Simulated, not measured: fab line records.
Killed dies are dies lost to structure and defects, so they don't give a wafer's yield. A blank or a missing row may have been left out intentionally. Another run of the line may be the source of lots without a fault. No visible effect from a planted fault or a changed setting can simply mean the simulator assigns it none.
fab line records	flow n5_finfet
[record] lots = 7	wafers = 21
route steps=1938 shown BEOL_M2@857 BEOL_M4@1070 BEOL_M5@1157 BEOL_M6@1239 BEOL_M7@1263 BEOL_M8@1335
start_h: start of the lot's first displayed wafer, in hours after the record's first day	wait_h: hours elapsed since this lot's preceding step	" the same as in the row above	L1.1+2: several wafers, shown together as one row	- value missing, or start not given	* or withheld: withheld	< > ~ a bound
route shown NAME@n: a module of which the file shows steps, and the number in the route of the first	usual: mean/standard deviation of fault-free wafers	same: alike in all rows	chamber/n: place in a boat	sites: the reading at each site	_std_site: standard deviation across them	_edge_site: inner sites' mean taken away from outer sites' mean	radius_mm: how far each site lies from the wafer's centre	mask NAME#n: copy n	behind: the most recent tool/chamber to have shaped the wafer	hold: the reason the lot was held/the length of the hold in hours/how it ended	device: the transistor (n, p or np) that didn't switch	end of line: at the end of the route, the tests of the same wafers	for a step that has no rows: nothing shown but its recipe	killed: not the wafer's yield, but the dies lost to structure and defects at the first sort	map: per-die view of a wafer (x killed, . not killed, _ where there is no die)
set.NAME: the run value of the setting; set.NAME@STEP: its run value at that earlier step	model.NAME: the simulator's own value behind a step, which no gauge read
lots whose settings were changed on purpose; a table a step, a row a wafer
[[steps]]
[step N5_BEOL_M2_DESCUM_16]
[recipe] chemistry = O2	time_s = 7	source_power_w = 50	bias_power_w = 20	pressure_mtorr = 20	rf_frequency_hz = 2.712e+07	temp_c = 40	resist = CAR-EUV	o2_flow_sccm = 225
lot.wafer	tool	chamber	start_h	wait_h	set.time_s	model.CAR-EUV_of_BEOL_M2_COAT_05.thk_nm
L077.2	rie_diel-05	0	156.99	0.0	7	26.2
L077.3	"	2	"	"	7	26
L077.4	"	3	"	"	6.275	26.4
L080.2+4+5	rie_diel-03	1,3,3	168.06	0.0	7	26.2
L085.2+4+5	rie_diel-03	0,1,1	198.16	0.0	7	26.2
L084.1+4	rie_diel-05	2,3	198.33	0.0	6.303	26.4
L084.2	"	0	"	"	7	26
L087.2+5	rie_diel-05	1	208.23	0.0	7.735	25.8
L087.3	"	3	"	"	7	26.2
L091.1+6	rie_diel-05	2,3	233.87	0.0	8.327	25.4
L091.4	"	2	"	"	7	26.2
L090.2+3+5	rie_diel-04	1,2,1	235.43	0.0	7	26.2
[step N5_BEOL_M2_ETCH_74]
[recipe] chemistry = N2/H2	target = underlayer	target_depth_a = 65	mask_material = CAR-EUV	time_s = 5.2	ion_energy_ev = 200	pressure_mtorr = 30	source_w = 840	bias_w = 150	n2_flow_sccm = 200	h2_flow_sccm = 200	ends = cleared
lot.wafer	tool	chamber	start_h	wait_h	set.dose_mj@BEOL_M2_EXPOSE_08	model.BEOL_M2.cd_offset_nm
L077.2+3+4	rie_diel-05	0,2,3	157.02	0.0	41.25	0
L080.2	rie_diel-03	1	168.10	0.0	41.25	0.2
L080.4	"	3	"	"	39.11	-0.8
L080.5	"	3	"	"	39.11	-1
L085.2	rie_diel-03	0	198.20	0.0	41.25	0
L085.4+5	"	1	"	"	41.25	0.2
L084.1	rie_diel-05	2	198.36	0.0	42.06	0.2
L084.2	"	0	"	"	41.25	0
L084.4	"	3	"	"	42.06	0.4
L087.2+5	rie_diel-05	1	208.26	0.0	39.03	-1.2
L087.3	"	3	"	"	41.25	0
L091.1+6	rie_diel-05	2,3	233.90	0.0	41.25	0
L091.4	"	2	"	"	38.41	-1.6
L090.2	rie_diel-04	1	235.46	0.0	41.25	0.2
L090.3+5	"	2,1	"	"	41.25	0
[step N5_BEOL_M2_ETCH_63]
[recipe] chemistry = CF4	target = SiARC	target_depth_a = 156	mask_material = CAR-EUV	time_s = 26	ion_energy_ev = 80	pressure_mtorr = 40	source_w = 545	bias_w = 36	Ar_flow_sccm = 100	cf4_flow_sccm = 100	ends = cleared
lot.wafer	tool	chamber	start_h	wait_h	set.dose_mj@BEOL_M2_EXPOSE_08	model.BEOL_M2.cd_offset_nm
L077.2+4	rie_diel-05	0,3	157.04	0.0	41.25	0
L077.3	"	2	"	"	41.25	-0.2
L080.2	rie_diel-03	1	168.12	0.0	41.25	0
L080.4	"	3	"	"	39.11	-0.8
L080.5	"	3	"	"	39.11	-1
L085.2+5	rie_diel-03	0,1	198.21	0.0	41.25	0
L085.4	"	1	"	"	41.25	0.2
L084.1	rie_diel-05	2	198.38	0.0	42.06	0.2
L084.2	"	0	"	"	41.25	0.2
L084.4	"	3	"	"	42.06	0.4
L087.2+5	rie_diel-05	1	208.28	0.0	39.03	-1.2
L087.3	"	3	"	"	41.25	0
L091.1	rie_diel-05	2	233.92	0.0	41.25	-0.2
L091.4	"	2	"	"	38.41	-1.8
L091.6	"	3	"	"	41.25	0
L090.2+5	rie_diel-04	1	235.48	0.0	41.25	0
L090.3	"	2	"	"	41.25	-0.2
[step N5_BEOL_M2_ETCH_64]
[recipe] chemistry = N2/H2	target = SOC	target_depth_a = 750	overetch_a = 225	mask_material = SiARC	temp_c = 40	time_s = 121.9	ion_energy_ev = 200	pressure_mtorr = 30	source_w = 840	bias_w = 150	n2_flow_sccm = 200	h2_flow_sccm = 200
lot.wafer	tool	chamber	start_h	wait_h	set.dose_mj@BEOL_M2_EXPOSE_08	model.BEOL_M2.cd_offset_nm
L077.2+4	rie_diel-05	0,3	157.07	0.0	41.25	-0.2
L077.3	"	2	"	"	41.25	0
L080.2	rie_diel-03	1	168.14	0.0	41.25	0
L080.4	"	3	"	"	39.11	-1
L080.5	"	3	"	"	39.11	-1.2
L085.2	rie_diel-03	0	198.24	0.0	41.25	-0.4
L085.4+5	"	1	"	"	41.25	0.4
L084.1+4	rie_diel-05	2,3	198.41	0.0	42.06	0.4
L084.2	"	0	"	"	41.25	-0.2
L087.2+5	rie_diel-05	1	208.31	0.0	39.03	-1
L087.3	"	3	"	"	41.25	0.2
L091.1	rie_diel-05	2	233.95	0.0	41.25	0.2
L091.4	"	2	"	"	38.41	-1.6
L091.6	"	3	"	"	41.25	0
L090.2+3+5	rie_diel-04	1,2,1	235.51	0.0	41.25	-0.2
[step N5_BEOL_M2_STRIP_65]
[recipe] chemistry = N2/H2	temp_c = 40	n2_flow_sccm = 200	h2_flow_sccm = 200	rf_frequency_hz = 6e+07
[step N5_BEOL_M2_STRIP_75]
[recipe] chemistry = N2/H2	temp_c = 40	n2_flow_sccm = 200	h2_flow_sccm = 200	rf_frequency_hz = 6e+07
[step N5_BEOL_M2_STRIP_66]
[recipe] chemistry = CF4	resist = SiARC	power_w = 300	bias_power_w = 75	pressure_mtorr = 50	cf4_flow_sccm = 150	rf_frequency_hz = 6e+07
[step N5_BEOL_M2_HM_OPEN_17]
[recipe] chemistry = Cl2/BCl3	target_depth_a = 200	overetch_a = 60	target = TiN	mask_material = SOC	ion_energy_ev = 150	pressure_mtorr = 10	icp_w = 1000	bias_w = 126	Cl2_flow_sccm = 53.25	bcl3_flow_sccm = 21.75	Ar_flow_sccm = 25
lot.wafer	tool	chamber	start_h	wait_h	set.dose_mj@BEOL_M2_EXPOSE_08	model.BEOL_M2.cd_offset_nm
L077.2+4	rie_metal-02	0	157.27	0.1	41.25	-0.2
L077.3	"	0	"	"	41.25	0
L080.2	rie_metal-02	1	168.38	0.1	41.25	0
L080.4	"	0	"	"	39.11	-1
L080.5	"	0	"	"	39.11	-1.2
L085.2	rie_metal-02	1	198.41	0.0	41.25	-0.4
L085.4+5	"	1	"	"	41.25	0.4
L084.1+4	rie_metal-01	0	198.58	0.0	42.06	0.6
L084.2	"	1	"	"	41.25	-0.2
L087.2+5	rie_metal-01	0,1	208.48	0.0	39.03	-1
L087.3	"	0	"	"	41.25	0.2
L091.1	rie_metal-02	0	234.12	0.0	41.25	0.2
L091.4	"	0	"	"	38.41	-1.8
L091.6	"	0	"	"	41.25	0
L090.2+5	rie_metal-02	0	235.68	0.0	41.25	0
L090.3	"	1	"	"	41.25	-0.2
[step N5_BEOL_M2_STRIP_19]
[recipe] chemistry = O2	power_w = 400	temp_c = 40	pressure_mtorr = 30	rf_frequency_hz = 6e+07	bias_power_w = 0	overash_fraction = 0.2	o2_flow_sccm = 225
[step N5_BEOL_M2_CD_MEAS_18]
[recipe] pitch_nm = 36	target_cd_nm = 18
[usual] cd_nm = 17.93/0.3
lot.wafer	tool	chamber	start_h	wait_h	set.dose_mj@BEOL_M2_EXPOSE_08	cd_nm
L077.2	cd_sem-01	-	157.53	0.1	41.25	17.83
L077.3	"	-	"	"	41.25	17.95
L077.4	"	-	"	"	41.25	17.82
L080.2	cd_sem-02	-	168.56	0.1	41.25	18.22
L080.4	"	-	"	"	39.11	16.83
L080.5	"	-	"	"	39.11	16.75
L085.2	cd_sem-01	-	198.63	0.1	41.25	17.88
L085.4	"	-	"	"	41.25	18.11
L085.5	"	-	"	"	41.25	18.04
L084.1	cd_sem-01	-	198.76	0.0	42.06	18.41
L084.2	"	-	"	"	41.25	17.58
L084.4	"	-	"	"	42.06	18.23
L087.2	cd_sem-02	-	208.66	0.1	39.03	17.18
L087.3	"	-	"	"	41.25	18.05
L087.5	"	-	"	"	39.03	17.30
L091.1	cd_sem-02	-	234.30	0.0	41.25	17.91
L091.4	"	-	"	"	38.41	16.20
L091.6	"	-	"	"	41.25	18.14
L090.2	cd_sem-02	-	235.87	0.1	41.25	18.08
L090.3	"	-	"	"	41.25	17.65
L090.5	"	-	"	"	41.25	17.49
[step N5_BEOL_M4_TRENCH_ETCH_37]
[recipe] chemistry = C4F6/O2	target_depth_a = 555.55	target = SiOC	time_s = 29.2	ion_energy_ev = 250	pressure_mtorr = 30	source_w = 355	bias_w = 185	Ar_flow_sccm = 300	C4F6_flow_sccm = 10	O2_flow_sccm = 10
lot.wafer	tool	chamber	start_h	wait_h	set.time_s	model.etch.depth_nm	model.BEOL_M4.feature_depth_nm
L077.2	rie_diel-03	0	-	-	29.2	54.22	54.2
L077.3	"	2	"	"	24.92	45.95	46
L077.4	"	0	"	"	29.2	55.06	55
L080.2	rie_diel-04	3	-	-	32.81	62.26	62.2
L080.4	"	2	"	"	32.81	63.3	63.2
L080.5	"	3	"	"	29.2	55.52	55.6
L084.1	rie_diel-04	1	-	-	29.2	56.57	56.6
L084.2	"	0	"	"	29.2	56.51	56.6
L084.4	"	2	"	"	29.2	56.68	56.6
L085.2	rie_diel-05	2	-	-	33.31	65.44	65.4
L085.4	"	3	"	"	33.31	62.75	62.8
L085.5	"	3	"	"	29.2	55.07	55
L087.2	rie_diel-04	1	-	-	29.2	57.22	57.2
L087.3	"	2	"	"	29.2	56.76	56.8
L087.5	"	0	"	"	29.2	56.96	57
L091.1	rie_diel-04	1	-	-	24.42	47.52	47.6
L091.4	"	0	"	"	24.42	47.11	47.2
L091.6	"	1	"	"	29.2	56.42	56.4
L090.2	rie_diel-03	0	-	-	29.2	54.25	54.2
L090.3	"	1	"	"	29.2	56.87	56.8
L090.5	"	2	"	"	29.2	54.14	54.2
[step N5_BEOL_M4_ETCH_41]
[recipe] chemistry = CH3F/O2	target = SiCN	target_depth_a = 299	taper_deg = 2	time_s = 52.5	ion_energy_ev = 120	mask_material = TiN	pressure_mtorr = 30	source_w = 395	bias_w = 75	Ar_flow_sccm = 150	CH3F_flow_sccm = 30	O2_flow_sccm = 20
[step N5_BEOL_M4_STRIP_97]
[recipe] chemistry = N2/H2	time_s = 10	power_w = 450	temp_c = 40	pressure_mtorr = 20	rf_frequency_hz = 6e+07	bias_power_w = 7	n2_flow_sccm = 200	h2_flow_sccm = 200
[step N5_BEOL_M4_OCD_MEAS_38]
[usual] trench_depth_nm = 56.0/1.2
lot.wafer	tool	chamber	start_h	wait_h	set.time_s@BEOL_M4_TRENCH_ETCH_37	trench_depth_nm
L077.2	ocd-01	-	209.84	-	29.2	53.7
L077.3	"	-	"	"	24.92	45.8
L077.4	"	-	"	"	29.2	55.1
L080.2	ocd-01	-	232.30	-	32.81	62.6
L080.4	"	-	"	"	32.81	63.1
L080.5	"	-	"	"	29.2	56.0
L084.1	ocd-02	-	241.14	-	29.2	56.0
L084.2	"	-	"	"	29.2	56.4
L084.4	"	-	"	"	29.2	56.9
L085.2	ocd-01	-	241.47	-	33.31	65.6
L085.4	"	-	"	"	33.31	62.0
L085.5	"	-	"	"	29.2	55.3
L087.2	ocd-02	-	241.64	-	29.2	57.3
L087.3	"	-	"	"	29.2	57.0
L087.5	"	-	"	"	29.2	57.3
L091.1	ocd-02	-	276.64	-	24.42	48.1
L091.4	"	-	"	"	24.42	47.4
L091.6	"	-	"	"	29.2	56.9
L090.2	ocd-01	-	310.88	-	29.2	54.5
L090.3	"	-	"	"	29.2	57.4
L090.5	"	-	"	"	29.2	54.3
[step N5_BEOL_M5_VIA_ETCH_34]
[recipe] chemistry = C4F6/O2	target = SiCOH_lowk	target_depth_a = 883	mask_material = SOC	taper_deg = 4	time_s = 39.2	ion_energy_ev = 250	pressure_mtorr = 30	source_w = 345	bias_w = 185	Ar_flow_sccm = 300	C4F6_flow_sccm = 10	O2_flow_sccm = 10
[usual] rf_vpp_V = 665/9.4
lot.wafer	tool	chamber	start_h	wait_h	set.bias_w	rf_vpp_V
L077.2	rie_diel-01	0	219.34	0.0	185	656
L077.3	"	3	"	"	185	662
L077.4	"	1	"	"	185	660
L080.2	rie_diel-06	0	241.90	0.0	174.9	634
L080.4	"	3	"	"	185	660
L080.5	"	1	"	"	174.9	615
L084.1	rie_diel-02	2	253.35	0.0	163.2	604
L084.2	"	1	"	"	185	680
L084.4	"	2	"	"	185	668
L087.2	rie_diel-02	2	253.74	0.0	174.1	636
L087.3	"	1	"	"	174.1	647
L087.5	"	2	"	"	185	668
L085.2	rie_diel-06	1	259.90	0.0	185	645
L085.4	"	2	"	"	185	648
L085.5	"	3	"	"	185	660
L091.1	rie_diel-06	1	290.83	0.0	185	643
L091.4	"	0	"	"	185	661
L091.6	"	0	"	"	185	664
L090.2	rie_diel-01	1	323.12	0.0	185	661
L090.3	"	2	"	"	185	675
L090.5	"	0	"	"	185	656
[step N5_BEOL_M5_TRENCH_ETCH_37]
[recipe] chemistry = C4F6/O2	target_depth_a = 716.52	target = SiCOH_lowk	time_s = 24.7	ion_energy_ev = 250	pressure_mtorr = 30	source_w = 345	bias_w = 185	Ar_flow_sccm = 300	C4F6_flow_sccm = 10	O2_flow_sccm = 10
[usual] rf_vpp_V = 665/9.3
lot.wafer	tool	chamber	start_h	wait_h	set.bias_w	rf_vpp_V
L077.2	rie_diel-01	0	-	-	158	578
L077.3	"	3	"	"	158	583
L077.4	"	1	"	"	158	583
L080.2	rie_diel-06	0	-	-	185	661
L080.4	"	3	"	"	164	600
L080.5	"	1	"	"	164	585
L084.1	rie_diel-02	2	-	-	199	706
L084.2	"	1	"	"	185	681
L084.4	"	2	"	"	185	667
L087.2	rie_diel-02	2	-	-	185	668
L087.3	"	1	"	"	185	680
L087.5	"	2	"	"	158.5	589
L085.2	rie_diel-06	1	-	-	204.2	697
L085.4	"	2	"	"	185	648
L085.5	"	3	"	"	185	662
L091.1	rie_diel-06	1	-	-	163.3	582
L091.4	"	0	"	"	185	663
L091.6	"	0	"	"	185	661
L090.2	rie_diel-01	1	-	-	185	661
L090.3	"	2	"	"	185	674
L090.5	"	0	"	"	185	655
[step N5_BEOL_M6_TRENCH_ETCH_37]
[recipe] chemistry = C4F6/O2	target_depth_a = 944.35	target = SiCOH_lowk	time_s = 31.5	ion_energy_ev = 250	pressure_mtorr = 30	source_w = 345	bias_w = 185	Ar_flow_sccm = 300	C4F6_flow_sccm = 10	O2_flow_sccm = 10
[usual] rf_vpp_V = 668/8.3
lot.wafer	tool	chamber	start_h	wait_h	set.bias_w	rf_vpp_V
L077.2	rie_diel-05	2	-	-	185	674
L077.3	"	3	"	"	185	662
L077.4	"	1	"	"	185	676
L080.2	rie_diel-05	3	-	-	155.1	574
L080.4	"	2	"	"	155.1	586
L080.5	"	2	"	"	185	675
L084.1	rie_diel-05	0	-	-	185	664
L084.2	"	3	"	"	185	662
L084.4	"	1	"	"	185	676
L087.2	rie_diel-04	2	-	-	185	673
L087.3	"	0	"	"	197.4	704
L087.5	"	1	"	"	197.4	703
L085.2	rie_diel-05	3	-	-	185	660
L085.4	"	2	"	"	185	674
L085.5	"	0	"	"	185	663
L091.1	rie_diel-03	3	-	-	153.9	587
L091.4	"	2	"	"	185	660
L091.6	"	1	"	"	153.9	564
L090.2	rie_diel-03	0	-	-	185	681
L090.3	"	2	"	"	185	661
L090.5	"	0	"	"	185	679
[step N5_BEOL_M7_ILD_DEP_00]
[recipe] material = SiCOH_lowk	target_thk_a = 1797.5	temp_c = 300	precursor = DEMS/porogen	pressure_torr = 5	rf_w = 500	time_s = 33.4
lot.wafer	tool	chamber	start_h	wait_h	set.time_s	model.SiCOH_lowk_of_BEOL_M7_ILD_DEP_00.thk_nm
L077.2	pecvd-02	1	234.52	0.0	33.4	182.2
L077.3	"	0	"	"	33.4	179.6
L077.4	"	1	"	"	33.4	183.6
L080.2	pecvd-01	0	261.63	0.0	29.59	158
L080.4	"	2	"	"	33.4	180.4
L080.5	"	0	"	"	29.59	162
L084.1	pecvd-03	0	269.75	0.0	33.4	177.4
L084.2	"	1	"	"	38.38	201.6
L084.4	"	1	"	"	33.4	181.6
L087.2	pecvd-03	1	270.82	0.0	37.66	198.6
L087.3	"	2	"	"	33.4	181.2
L087.5	"	1	"	"	37.66	201.4
L085.2	pecvd-01	0	275.34	0.0	31.64	169
L085.4	"	2	"	"	31.64	169.2
L085.5	"	0	"	"	33.4	180.2
L091.1	pecvd-02	0	307.29	0.0	33.4	179.8
L091.4	"	1	"	"	35.88	196
L091.6	"	2	"	"	33.4	183.2
L090.2	pecvd-03	2	338.56	0.0	33.4	180.4
L090.3	"	1	"	"	33.4	177.8
L090.5	"	0	"	"	33.4	178.8
[step N5_BEOL_M7_CURE_74]
[recipe] temp_c = 385	time_s = 240	ambient = He/Ar	material = SiCOH_lowk
lot.wafer	tool	chamber	start_h	wait_h	set.time_s@BEOL_M7_ILD_DEP_00	model.SiCOH_lowk_of_BEOL_M7_ILD_DEP_00.thk_nm
L077.2	uv_cure-02	1	235.02	0.5	33.4	157
L077.3	"	1	"	"	33.4	155
L077.4	"	1	"	"	33.4	158.2
L080.2	uv_cure-03	2	261.77	0.1	29.59	136
L080.4	"	2	"	"	33.4	155.6
L080.5	"	2	"	"	29.59	139.4
L084.1	uv_cure-02	1	269.81	0.0	33.4	152.8
L084.2	"	1	"	"	38.38	174
L084.4	"	1	"	"	33.4	156.6
L087.2	uv_cure-03	0	270.96	0.1	37.66	171.4
L087.3	"	0	"	"	33.4	156.2
L087.5	"	0	"	"	37.66	174
L085.2	uv_cure-03	0	275.48	0.1	31.64	145.6
L085.4	"	0	"	"	31.64	145.8
L085.5	"	0	"	"	33.4	155.4
L091.1	uv_cure-03	0	307.35	0.0	33.4	155
L091.4	"	0	"	"	35.88	169.2
L091.6	"	0	"	"	33.4	158
L090.2	uv_cure-03	1	338.70	0.1	33.4	155.4
L090.3	"	1	"	"	33.4	153.4
L090.5	"	1	"	"	33.4	154.2
[step N5_BEOL_M7_THK_MEAS_01]
[recipe] reads = SiCOH_lowk_of_BEOL_M7_ILD_DEP_00
[usual] M7_ILD_THK = 155.1/2.2
lot.wafer	tool	chamber	start_h	wait_h	set.time_s@BEOL_M7_ILD_DEP_00	M7_ILD_THK[nm]
L077.2	film_metro-01	-	235.45	0.4	33.4	156.9
L077.3	"	-	"	"	33.4	154.9
L077.4	"	-	"	"	33.4	158.2
L080.2	film_metro-02	-	262.20	0.4	29.59	136.1
L080.4	"	-	"	"	33.4	155.7
L080.5	"	-	"	"	29.59	139.5
L084.1	film_metro-02	-	270.32	0.4	33.4	152.9
L084.2	"	-	"	"	38.38	174.0
L084.4	"	-	"	"	33.4	156.7
L087.2	film_metro-02	-	271.39	0.4	37.66	171.5
L087.3	"	-	"	"	33.4	156.4
L087.5	"	-	"	"	37.66	173.8
L085.2	film_metro-02	-	275.91	0.4	31.64	145.5
L085.4	"	-	"	"	31.64	145.8
L085.5	"	-	"	"	33.4	155.2
L091.1	film_metro-01	-	307.87	0.4	33.4	155.1
L091.4	"	-	"	"	35.88	169.1
L091.6	"	-	"	"	33.4	157.9
L090.2	film_metro-02	-	339.14	0.4	33.4	155.4
L090.3	"	-	"	"	33.4	153.5
L090.5	"	-	"	"	33.4	154.1
[step N5_BEOL_M7_PECVD_70]
[recipe] material = SiO2	target_thk_a = 200	temp_c = 400	precursor = TEOS/O2	pressure_torr = 5.5	rf_w = 450	teos_flow_sccm = 53.8	gas = O2	flow_sccm = 3000	time_s = 22.7
lot.wafer	tool	chamber	start_h	wait_h	set.temp_c	model.SiO2_of_BEOL_M7_PECVD_70.thk_nm
L077.2	pecvd-03	1	235.49	0.0	400	20.2
L077.3	"	0	"	"	400	20.6
L077.4	"	2	"	"	406.9	19.4
L080.2	pecvd-03	2	262.24	0.0	413.4	17.8
L080.4	"	0	"	"	413.4	18.6
L080.5	"	1	"	"	413.4	18.2
L084.1	pecvd-03	2	270.36	0.0	395.2	20.2
L084.2	"	0	"	"	400	19.8
L084.4	"	2	"	"	395.2	20.6
L087.2+5	pecvd-02	0	271.43	0.0	400	19.8
L087.3	"	2	"	"	400	20
L085.2	pecvd-01	0	275.95	0.0	400	20.2
L085.4	"	0	"	"	416.2	18.2
L085.5	"	2	"	"	400	20.8
L091.1	pecvd-02	1	307.90	0.0	400	19.4
L091.4	"	1	"	"	400	19.8
L091.6	"	0	"	"	400	20.2
L090.2	pecvd-03	2	339.17	0.0	400	19.8
L090.3+5	"	0,2	"	"	400	20.2
[step N5_BEOL_M8_PECVD_70]
[recipe] material = SiO2	target_thk_a = 200	temp_c = 400	precursor = TEOS/O2	pressure_torr = 5.5	rf_w = 450	teos_flow_sccm = 53.8	gas = O2	flow_sccm = 3000	time_s = 22.7
lot.wafer	tool	chamber	start_h	wait_h	set.time_s	model.SiO2_of_BEOL_M8_PECVD_70.thk_nm
L077.2	pecvd-01	2	243.34	0.0	23.74	21
L077.3	"	1	"	"	23.74	20.8
L077.4	"	2	"	"	22.7	20.2
L080.2	pecvd-01	2	272.99	0.0	22.7	20.2
L080.4+5	"	1,2	"	"	24.71	22.4
L084.1+2	pecvd-04	1,0	276.81	0.0	22.7	19.8
L084.4	"	2	"	"	22.7	20.4
L087.2	pecvd-04	2	279.81	0.0	25.27	22.4
L087.3	"	0	"	"	22.7	20
L087.5	"	1	"	"	22.7	20.4
L085.2+4+5	pecvd-01	0,1,0	283.09	0.0	22.7	19.8
L091.1	pecvd-04	0	317.72	0.0	19.63	17.2
L091.4	"	2	"	"	19.63	17.6
L091.6	"	0	"	"	19.63	17.8
L090.2	pecvd-01	2	351.67	0.0	22.7	19.6
L090.3+5	"	1,2	"	"	22.7	20
[[key]]
[split] step = N5_BEOL_M2_DESCUM_16	setting = time_s	stated = 7	by = wafer
[response] step = N5_BEOL_M2_DESCUM_16	reading = model.CAR-EUV_of_BEOL_M2_COAT_05.thk_nm	change = -0.0391	per = 1%	r = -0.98
[split] step = N5_BEOL_M4_TRENCH_ETCH_37	setting = time_s	stated = 29.2	by = wafer
[response] step = N5_BEOL_M4_TRENCH_ETCH_37	reading = model.etch.depth_nm	change = +0.591	per = 1%	r = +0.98
[response] step = N5_BEOL_M4_TRENCH_ETCH_37	reading = model.BEOL_M4.feature_depth_nm	change = +0.587	per = 1%	r = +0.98
[response] step = N5_BEOL_M4_OCD_MEAS_38	reading = trench_depth_nm	change = +0.576	per = 1%	r = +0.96
[split] step = N5_BEOL_M5_VIA_ETCH_34	setting = bias_w	stated = 185	by = wafer
[response] step = N5_BEOL_M5_VIA_ETCH_34	reading = rf_vpp_V	change = +5.79	per = 1%	r = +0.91
[split] step = N5_BEOL_M5_TRENCH_ETCH_37	setting = bias_w	stated = 185	by = wafer
[response] step = N5_BEOL_M5_TRENCH_ETCH_37	reading = rf_vpp_V	change = +5.67	per = 1%	r = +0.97
[split] step = N5_BEOL_M6_TRENCH_ETCH_37	setting = bias_w	stated = 185	by = wafer
[response] step = N5_BEOL_M6_TRENCH_ETCH_37	reading = rf_vpp_V	change = +5.37	per = 1%	r = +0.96
[split] step = N5_BEOL_M7_ILD_DEP_00	setting = time_s	stated = 33.4	by = wafer
[response] step = N5_BEOL_M7_ILD_DEP_00	reading = model.SiCOH_lowk_of_BEOL_M7_ILD_DEP_00.thk_nm	change = +1.62	per = 1%	r = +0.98
[response] step = N5_BEOL_M7_CURE_74	reading = model.SiCOH_lowk_of_BEOL_M7_ILD_DEP_00.thk_nm	change = +1.42	per = 1%	r = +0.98
[response] step = N5_BEOL_M7_THK_MEAS_01	reading = M7_ILD_THK	change = +1.41	per = 1%	r = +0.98
[split] step = N5_BEOL_M7_PECVD_70	setting = temp_c	stated = 400	by = wafer
[response] step = N5_BEOL_M7_PECVD_70	reading = model.SiO2_of_BEOL_M7_PECVD_70.thk_nm	change = -0.565	per = 1%	r = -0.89
[split] step = N5_BEOL_M8_PECVD_70	setting = time_s	stated = 22.7	by = wafer
[response] step = N5_BEOL_M8_PECVD_70	reading = model.SiO2_of_BEOL_M8_PECVD_70.thk_nm	change = +0.209	per = 1%	r = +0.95
split outside_this_file step=N5_BEOL_M2_EXPOSE_08 setting=dose_mj
// split outside_this_file: this setting was split too, and the file shows its column; the key of that split is in another file
